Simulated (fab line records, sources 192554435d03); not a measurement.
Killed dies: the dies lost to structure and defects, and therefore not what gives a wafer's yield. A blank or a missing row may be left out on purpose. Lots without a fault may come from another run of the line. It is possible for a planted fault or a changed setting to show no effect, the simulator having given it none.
Chamber matching | flow n5Finfet | N5_BEOL_M11_DEP_56 on pecvd-02: 3 sister chambers
The step deposits SiCN from 3MS/NH3, target thk 30 nm, time 10.5 s. 3 wafers are shown with their chamber, then 7 later ones without.

== WAFERS, EACH WITH ITS CHAMBER ==
wafer  | chamber | showerheadPlenumPTorr (Torr)
L330.1 | 2       | 4.163
L336.2 | 1       | 4.117
L336.5 | 0       | 4.140

== WAFERS MISSING THEIR CHAMBER ==
wafer  | showerheadPlenumPTorr (Torr)
L336.6 | 4.132
L340.3 | 4.132
L340.4 | 4.119
L340.6 | 4.144
L341.1 | 4.128
L341.4 | 4.137
L341.5 | 4.185

== EACH ONE'S CHAMBER ==
wafer  | from the rows above     | in truth
L336.6 | can't be placed: 0 or 1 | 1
L340.3 | can't be placed: 0 or 1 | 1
L340.4 | can't be placed: 1 or 0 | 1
L340.6 | can't be placed: 0 or 2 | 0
L341.1 | can't be placed: 1 or 0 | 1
L341.4 | can't be placed: 0 or 1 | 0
L341.5 | 2                       | 2
Correct placement for 1 of the 7. Not placeable from these rows: 6 (in 6, the candidates include the true chamber). Number placed wrongly: 0.
How it was worked out, from the rows above alone: a wafer's distance from a chamber is the root of the sum, over the readings, of the square of ((its reading less the chamber's mean) divided by the reading's scatter). If the next closest chamber is less than 2 further off than the closest, the wafer can't be placed; otherwise it belongs to the closest. The mean given for a chamber averages the wafers shown for that chamber. The scatter: root of mean squared gap, hidden wafer to nearest shown wafer, with one shown wafer a chamber.
